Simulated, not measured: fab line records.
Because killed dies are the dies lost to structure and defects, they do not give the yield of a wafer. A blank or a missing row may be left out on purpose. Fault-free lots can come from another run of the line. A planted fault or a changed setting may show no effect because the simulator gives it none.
Matching of chambers + flow n5Finfet + 4 sister chambers for N5_FIN_SAQP_DESCUM_21 on rieDiel-02
The step chemistry O2, time 7.9 s. 4 wafers are shown with their chamber, then 8 later ones without.

== WAFERS WITH THEIR CHAMBER ==
| wafer  | chamber | drypumpMotorCurrentA (A) |
|--------|---------|--------------------------|
| L081.4 | 3       | 5.74                     |
| L083.4 | 2       | 5.71                     |
| L084.6 | 0       | 5.71                     |
| L090.2 | 1       | 5.22                     |

== WAFERS WHOSE CHAMBER IS MISSING ==
| wafer  | drypumpMotorCurrentA (A) |
|--------|--------------------------|
| L090.3 | 5.72                     |
| L090.5 | 5.21                     |
| L096.1 | 5.20                     |
| L096.5 | 5.20                     |
| L096.6 | 5.68                     |
| L097.2 | 5.74                     |
| L097.5 | 5.69                     |
| L097.6 | 5.19                     |

== EACH ONE'S CHAMBER ==
| wafer  | from the rows above          | in truth |
|--------|------------------------------|----------|
| L090.3 | can't be placed: 0 or 2 or 3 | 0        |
| L090.5 | 1                            | 1        |
| L096.1 | 1                            | 1        |
| L096.5 | 1                            | 1        |
| L096.6 | can't be placed: 0 or 2 or 3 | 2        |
| L097.2 | can't be placed: 3 or 0 or 2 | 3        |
| L097.5 | can't be placed: 0 or 2 or 3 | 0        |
| L097.6 | 1                            | 1        |
4 of 8 placed correctly. Not placeable from these rows: 4 (in 4, the candidates include the true chamber). 0 placed wrongly.
How it was worked out, from the rows above alone: a wafer's distance from a chamber is the root of the sum, over the readings, of the square of ((its reading less the chamber's mean) divided by the reading's scatter). If the next closest chamber is less than 2 further off than the closest, the wafer can't be placed; otherwise it belongs to the closest. A chamber's mean is the mean of its shown wafers. The scatter: with one shown wafer a chamber, the root of the mean of the squares of how far each hidden wafer lies from its nearest shown one.
